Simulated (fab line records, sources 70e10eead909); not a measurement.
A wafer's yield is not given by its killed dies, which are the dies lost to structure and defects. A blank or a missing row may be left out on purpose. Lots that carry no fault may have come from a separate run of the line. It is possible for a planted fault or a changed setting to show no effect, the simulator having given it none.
Comparing a struck lot with a sound one    flow nandHarc    43 steps out of a route of 1159
Sound: wafers L543.3, L543.4, L543.5. Wafers struck: L564.1, L564.2, L564.4. The cause is named last.
Per side, at each step with rows, come the tool, then ch with its chambers, and then its first start. Under that, the readings that differ: sound wafers    struck wafers    difference of the means    sigmas: that difference in standard deviations of wafers without a fault.
alike: a reading whose means differ by less than 2 such deviations, as well as words and numbers matching on both sides. not compared: withheld readings; readings where some wafer has no value; bounds like >300 that might hide an equal value; numbers whose values overlap and for which the record gives no deviation.
Wherever a step has rows on one side only, a row that says differs or no value, or a row with sigmas, the two part there. Non-overlapping numbers with no deviation appear without sigmas and do not part them. A reading missing from all wafers of one side parts the sides only when that side holds two or more wafers.

first, 7 steps without rows for these wafers: NHARC_P_STI_SRD_35; NHARC_P_STI_ETCH_36 (etches SiO2 in dHF, target depth 38.8 nm); NHARC_P_STI_STRIP_24 (strips Si3N4 in H3PO4); NHARC_P_STI_ETCH_37 (etches SiO2 in dHF, target depth 11 nm); NHARC_P_STI_PRECLEAN_38 (cleans in SC1); NHARC_P_STI_SRD_39; NHARC_P_STI_OXIDE_40 (material SiO2, target thk 10 nm, ox time 1362 s).
NHARC_P_STI_INSPECT_25:
  sound on defectInspect-01 at day 3 19:35; struck on defectInspect-02 at day 8 19:19
  alike: rawDefectCount
then, 3 steps without rows for these wafers: NHARC_P_GATE_ETCH_69 (etches SiO2 in dHF, target depth 14 nm); NHARC_P_GATE_PRECLEAN_70 (cleans in SC1); NHARC_P_GATE_SRD_01.
NHARC_P_GATE_OXIDE_02: material SiO2, target thk 37.5 nm, ox time 365 s.
  sound on furnace-01 ch 0, day 3 22:51; struck on furnace-01 ch 0, day 8 22:35
then, 8 steps without rows for these wafers: NHARC_P_GATE_DEHYDRATE_03 (time 120 s); NHARC_P_GATE_HMDS_04 (time 30 s); NHARC_P_GATE_COAT_05; NHARC_P_GATE_SOFTBAKE_06 (time 95 s); NHARC_P_GATE_EBR_07; NHARC_P_GATE_EXPOSE_08 (exposes mask P HV); NHARC_P_GATE_PEB_09 (peb time 85 s); NHARC_P_GATE_DEVELOP_10 (time 70 s).
NHARC_P_GATE_CD_MEAS_11: the cd target is 1640 nm.
  sound on cdSem-02 ch 0, day 4 03:56; struck on cdSem-03 ch 0, day 9 03:38
  alike: cdNm
then, 1 step without rows for these wafers: NHARC_P_GATE_HARDBAKE_12 (time 80 s).
NHARC_P_GATE_DESCUM_13: chemistry O2, time 3 s.
  sound on rieDiel-02 ch 2,3, day 4 04:05; struck on rieDiel-09 ch 1,2,3, day 9 03:48
  alike: drypumpMotorCurrentA, oesProductAu, rfVppV, showerheadPlenumPTorr, throttleValvePct
  not compared: rfHoursCounterH
then, 6 steps without rows for these wafers: NHARC_P_GATE_ETCH_14 (etches SiO2 in dHF, target depth 48.8 nm); NHARC_P_GATE_STRIP_15 (strips in SPM, time 780 s); NHARC_P_GATE_PRECLEAN_71 (cleans in SC1); NHARC_P_GATE_SRD_72; NHARC_P_GATE_OXIDE_16 (material SiO2, target thk 3 nm, ox time 392 s); NHARC_P_GATE_CVD_17 (deposits poly-Si, target thk 150 nm, time 900 s).
NHARC_P_GATE_HM_DEP_102: deposits aC, target thk 120 nm.
  sound on aclDep-01 ch 0, day 4 17:10; struck on aclDep-01 ch 0, day 9 16:07
  alike: throttleValvePct
NHARC_P_GATE_DEP_103: deposits SiON, target thk 30 nm.
  sound on pecvd-04 ch 0,2, day 4 17:38; struck on pecvd-03 ch 0,1,2, day 9 16:47
  alike: heaterPowerW
then, 8 steps without rows for these wafers: NHARC_P_GATE_DEHYDRATE_18 (time 120 s); NHARC_P_GATE_HMDS_19 (time 30 s); NHARC_P_GATE_COAT_20 (resist thk 90 nm); NHARC_P_GATE_SOFTBAKE_21 (time 55 s); NHARC_P_GATE_EBR_22; NHARC_P_GATE_EXPOSE_23 (exposes mask P GATE, target cd 120 nm); NHARC_P_GATE_PEB_24 (peb time 65 s); NHARC_P_GATE_DEVELOP_25 (develop time 35 s).
NHARC_P_GATE_CD_MEAS_26: the cd target is 120 nm.
  sound on cdSem-03 ch 0, day 4 18:17; struck on cdSem-02 ch 0, day 9 17:26
  alike: cdNm
NHARC_P_GATE_OVL_MEAS_27:
  sound on overlay-01 at day 4 18:23; struck on overlay-02 at day 9 17:32
  alike: overlayXNm, overlayYNm
NHARC_P_GATE_INSPECT_28:
  sound on defectInspect-02 at day 4 18:25; struck on defectInspect-01 at day 9 17:34
reading         sound   struck    difference  sigmas
rawDefectCount  3 6 12  40 42 40  +34         +12
-- record jumps: 15 days between struck wafers' starts before vs after; left off in module P_GATE, resumes in module END, first step shown is number 1159 of the route --
NHARC_END_SORT_01:
  sound on prober-02 ch 0, day 20 02:48; struck on prober-01 ch 0, day 24 19:49
reading            sound     struck    difference  sigmas
killedAtPeriphery  2 3 4     32 43 40  +35         +19
killedDies         26 24 24  69 79 72  +49         +4
  alike: killedAtArray, killedAtOther, killedOpen, killedShort

== WHERE THEY PART ==
At NHARC_P_GATE_INSPECT_28 first; at NHARC_END_SORT_01 last (within this record only).

WHY: the cause the simulator had injected
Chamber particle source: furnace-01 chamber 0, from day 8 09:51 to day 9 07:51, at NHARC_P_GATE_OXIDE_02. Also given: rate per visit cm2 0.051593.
